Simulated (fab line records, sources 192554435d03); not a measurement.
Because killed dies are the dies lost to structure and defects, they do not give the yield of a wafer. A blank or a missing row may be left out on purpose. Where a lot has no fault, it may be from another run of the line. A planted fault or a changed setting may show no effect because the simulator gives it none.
Which tool did it? / flow n5Finfet / 36 wafers sampled from 12 lots at 1 step of a route of 1938

## WHAT THE GAUGES SHOWED, per wafer
N5_BEOL_M8_RS_MEAS_57: the measuring method here is four-point-probe.
lot=L076; measured=day 10 06:35; on=filmMetro-01; M8_RS (ohm/sq)=0.287 0.290 0.285
lot=L075; measured=day 10 17:57; on=filmMetro-02; M8_RS (ohm/sq)=0.289 0.283 0.280
lot=L080; measured=day 11 21:11; on=filmMetro-02; M8_RS (ohm/sq)=0.274 0.291 0.284
lot=L079; measured=day 12 02:55; on=filmMetro-02; M8_RS (ohm/sq)=0.288 0.279 0.265
lot=L083; measured=day 12 09:38; on=filmMetro-01; M8_RS (ohm/sq)=0.301 0.281 0.303
lot=L084; measured=day 13 08:17; on=filmMetro-02; M8_RS (ohm/sq)=0.270 0.291 0.296
lot=L087; measured=day 13 16:57; on=filmMetro-02; M8_RS (ohm/sq)=0.295 0.282 0.285
lot=L089; measured=day 13 18:55; on=filmMetro-01; M8_RS (ohm/sq)=0.280 0.295 0.276
lot=L091; measured=day 14 05:47; on=filmMetro-01; M8_RS (ohm/sq)=0.296 0.273 0.292
lot=L093; measured=day 15 07:00; on=filmMetro-02; M8_RS (ohm/sq)=0.274 0.284 0.293
lot=L094; measured=day 16 00:24; on=filmMetro-02; M8_RS (ohm/sq)=0.301 0.289 0.297
lot=L097; measured=day 16 18:44; on=filmMetro-01; M8_RS (ohm/sq)=0.276 0.284 0.278

## WHICH TOOL RAN EACH LOT (tool, then ch and the chambers of the sampled wafers, then the start)
The record shows no process step preceding these readings.

## THE ANSWER, worked out from the rows above alone
Rule: the usual values come from the lots themselves. The widest of any qualifying gaps counts: lots, ordered by their means at a reading, are off when they make up no more than a third of the lots, leave a main group of 4 or more, and stand apart from it by 3 or more times the standard deviation of that group's means. A main group is skipped when, at the precision printed for the reading in the tables above, its means are all equal. A lot without any number at a reading at which 4 lots or more have one is off too. The other lots that the step has rows for count as sound.
No lot is off on any of the readings shown, so nothing can be concluded from this.

## WHAT WAS PUT IN BY THE SIMULATOR
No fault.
